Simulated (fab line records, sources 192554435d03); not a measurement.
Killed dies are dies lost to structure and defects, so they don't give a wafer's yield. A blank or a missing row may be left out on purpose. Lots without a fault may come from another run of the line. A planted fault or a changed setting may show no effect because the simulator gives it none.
Chamber matching | flow n5_finfet | N5_BEOL_M5_STRIP_64 on rie_diel-03: 4 sister chambers
The step strips in CF4. 4 wafers are shown with their chamber, then 9 later ones without.

WAFERS WITH THEIR CHAMBER
wafer  | chamber | showerhead_plenum_p_Torr (Torr)
L084.3 | 1       | 1.83
L088.1 | 0       | 1.86
L088.5 | 2       | 1.70
L088.6 | 3       | 1.83

WAFERS WITHOUT THEIR CHAMBER
wafer  | showerhead_plenum_p_Torr (Torr)
L089.1 | 1.83
L089.2 | 1.83
L089.6 | 1.70
L092.2 | 1.83
L092.3 | 1.85
L092.6 | 1.69
L094.2 | 1.82
L094.3 | 1.90
L094.4 | 1.85

WHICH CHAMBER EACH WENT THROUGH
wafer  | from the rows above          | in truth
L089.1 | can't be placed: 1 or 3      | 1
L089.2 | can't be placed: 1 or 3      | 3
L089.6 | 2                            | 2
L092.2 | can't be placed: 1 or 3      | 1
L092.3 | can't be placed: 0 or 1 or 3 | 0
L092.6 | 2                            | 2
L094.2 | can't be placed: 1 or 3      | 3
L094.3 | 0                            | 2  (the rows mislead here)
L094.4 | can't be placed: 0 or 1 or 3 | 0
Placed correctly: 2 of 9. Can't be placed from these rows: 6 (the true chamber is among the candidates in 6). Placed wrongly: 1.
How it was worked out, from the rows above alone: a wafer's distance from a chamber is the root of the sum, over the readings, of the square of ((its reading less the chamber's mean) divided by the reading's scatter). The wafer belongs to the nearest chamber; if the next one is less than 2 further off, it can't be placed. A chamber's mean is the mean of its shown wafers. The scatter: with one shown wafer a chamber, the root of the mean of the squares of how far each hidden wafer lies from its nearest shown one.
